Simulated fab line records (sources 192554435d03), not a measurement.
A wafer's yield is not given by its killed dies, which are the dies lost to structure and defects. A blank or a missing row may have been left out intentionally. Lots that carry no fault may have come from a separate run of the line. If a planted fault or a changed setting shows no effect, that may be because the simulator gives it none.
A struck lot beside a sound one -- flow n5_finfet -- 15 out of 1938 route steps
Sound: wafers L668.3, L668.4, L668.6. The struck wafers were L682.2, L682.3, L682.6. The cause comes at the end.
Per side, at each step with rows, come the tool, then ch with its chambers, and then its first start. Under that, the readings that differ: sound wafers -- struck wafers -- difference of the means -- sigmas: that difference in standard deviations of wafers without a fault.
alike: readings with means less than 2 such deviations apart, plus words and numbers identical on both sides. not compared: withheld readings, readings lacking a value on some wafer, bounds such as >300 that could conceal the same value, and numbers that have no deviation in the record and whose values overlap.
Wherever a step has rows on one side only, a row that says differs or no value, or a row with sigmas, the two part there. When numbers do not overlap yet have no deviation, they are printed without sigmas and do not part them. A reading missing from all wafers of one side parts the sides only when that side holds two or more wafers.

first, 7 steps without rows for these wafers: N5_HKMG_FIN_COAT_30 (time 60 s, resist thk 35 nm); N5_HKMG_FIN_COAT_06 (resist thk 90 nm); N5_HKMG_FIN_EBR_08; N5_HKMG_FIN_SOFTBAKE_07 (time 60 s); N5_HKMG_FIN_EXPOSE_09 (exposes mask NWFM); N5_HKMG_FIN_PEB_10 (peb time 60 s); N5_HKMG_FIN_DEVELOP_11 (develop time 30 s).
N5_HKMG_FIN_CD_MEAS_12 targets a cd of 92.8 nm.
  sound on cd_sem-02 ch 0, day 4 03:43; struck on cd_sem-01 ch 0, day 8 03:03
  alike: cd_nm
N5_HKMG_FIN_OVL_MEAS_13:
  sound on overlay-01 ch 0, day 4 03:45; struck on overlay-02 ch 0, day 8 03:04
  alike: NWFM_OVL
N5_HKMG_FIN_INSPECT_14: inspects for defects (macro).
  struck on defect_inspect-01, day 8 03:06; sound on defect_inspect-01, day 4 03:46
  alike: raw_defect_count
N5_HKMG_FIN_DESCUM_17: chemistry O2, time 7.9 s.
  sound on rie_diel-03 ch 2,3, day 4 03:49; struck on rie_diel-04 ch 2,3, day 8 03:08
reading,sound,struck,difference,sigmas
bias_power_w (W),20.07 20.09 20.04,19.94 19.88 19.94,-0.15,-2
  alike: drypump_motor_current_A, o2_flow_sccm, oes_product_au, rf_vpp_V, showerhead_plenum_p_Torr, throttle_valve_pct
  not compared: rf_hours_counter_h
N5_HKMG_FIN_ETCH_31: etches SiARC in CF4, target depth 45.5 nm, time 75.8 s.
  sound on rie_diel-03 ch 2,3, day 4 03:50; struck on rie_diel-04 ch 2,3, day 8 03:10
  alike: drypump_motor_current_A, etch_rf_on_time_s, oes_product_au, rf_vpp_V, showerhead_plenum_p_Torr, throttle_valve_pct
  not compared: rf_hours_counter_h
N5_HKMG_FIN_ETCH_32: etches SOC in N2/H2, target depth 240 nm, time 300 s.
  sound on rie_diel-03 ch 2,3, day 4 03:54; struck on rie_diel-04 ch 2,3, day 8 03:13
reading,sound,struck,difference,sigmas
oes_product_au (a.u.),0.73 0.99 0.97,1.16 1.02 1.16,+0.22,+2
model.etch.depth_nm (nm),236.4 246.7 242.8,413.4 410.1 413.7,+170.4,
model.HKMG_FIN.feature_depth_nm (nm),236.4 246.6 242.8,413.4 410.2 413.6,+170.5,
model.SiARC_of_HKMG_FIN_COAT_30.thk_nm (nm),21.4 20.8 21,10.6 11.8 10.6,-10.1,
  alike: drypump_motor_current_A, rf_vpp_V, showerhead_plenum_p_Torr, throttle_valve_pct
  not compared: rf_hours_counter_h
then, 1 step without rows for these wafers: N5_HKMG_FIN_STRIP_33 (strips in N2/H2).
-- the record jumps here: 8 days lie between the struck wafers' starts before and after (it left off in module HKMG_FIN and takes up again in module PASSIVATION, whose first step shown is number 1936 of the route) --
N5_PASSIVATION_PROBE_49:
  struck on prober-01, day 16 09:38; sound on prober-02, day 12 02:55
  alike: killed_at_M0_to_M3, killed_at_M4_up, killed_at_contacts, killed_at_front_end, killed_at_other, killed_dies, killed_open, killed_short

WHERE THEY PART
Last at N5_HKMG_FIN_ETCH_32 as far as this record goes, first at N5_HKMG_FIN_DESCUM_17. Later steps at which nothing parts them and some readings are alike: N5_PASSIVATION_PROBE_49.

WHY: what the simulator had put in
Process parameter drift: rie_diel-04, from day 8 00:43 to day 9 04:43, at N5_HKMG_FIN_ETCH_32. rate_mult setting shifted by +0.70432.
